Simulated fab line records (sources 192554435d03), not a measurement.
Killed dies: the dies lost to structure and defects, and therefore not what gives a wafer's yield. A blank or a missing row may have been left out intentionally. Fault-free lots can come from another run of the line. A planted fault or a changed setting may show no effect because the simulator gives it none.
Matching of chambers | flow n5_finfet | N5_BEOL_M2_DESCUM_16 on rie_diel-05 has 4 sister chambers
The step chemistry O2, time 7 s. 4 wafers are shown with their chamber, then 11 later ones without.

== EACH WAFER AND ITS CHAMBER ==
wafer  | chamber | drypump_motor_current_A (A)
L086.2 | 1       | 5.2
L088.1 | 0       | 5.9
L088.6 | 2       | 5.5
L092.1 | 3       | 4.8

== WAFERS WITHOUT THEIR CHAMBER ==
wafer  | drypump_motor_current_A (A)
L092.2 | 5.2
L092.3 | 5.9
L092.4 | 5.6
L092.5 | 5.5
L092.6 | 4.8
L093.1 | 5.5
L093.4 | 4.8
L093.6 | 5.9
L096.3 | 5.9
L096.4 | 5.5
L096.5 | 5.9

== WHICH CHAMBER EACH ONE RAN IN ==
wafer  | from the rows above | in truth
L092.2 | 1                   | 1
L092.3 | 0                   | 0
L092.4 | 2                   | 2
L092.5 | 2                   | 2
L092.6 | 3                   | 3
L093.1 | 2                   | 2
L093.4 | 3                   | 3
L093.6 | 0                   | 0
L096.3 | 0                   | 0
L096.4 | 2                   | 2
L096.5 | 0                   | 0
Correctly placed: 11 of 11. Left unplaced by these rows: 0. Wrongly placed: 0.
How it was worked out, from the rows above alone: a wafer's distance from a chamber is the root of the sum, over the readings, of the square of ((its reading less the chamber's mean) divided by the reading's scatter). If the next closest chamber is less than 2 further off than the closest, the wafer can't be placed; otherwise it belongs to the closest. For every chamber, the mean is computed from those of its wafers that are shown. The scatter: root of mean squared gap, hidden wafer to nearest shown wafer, with one shown wafer a chamber.
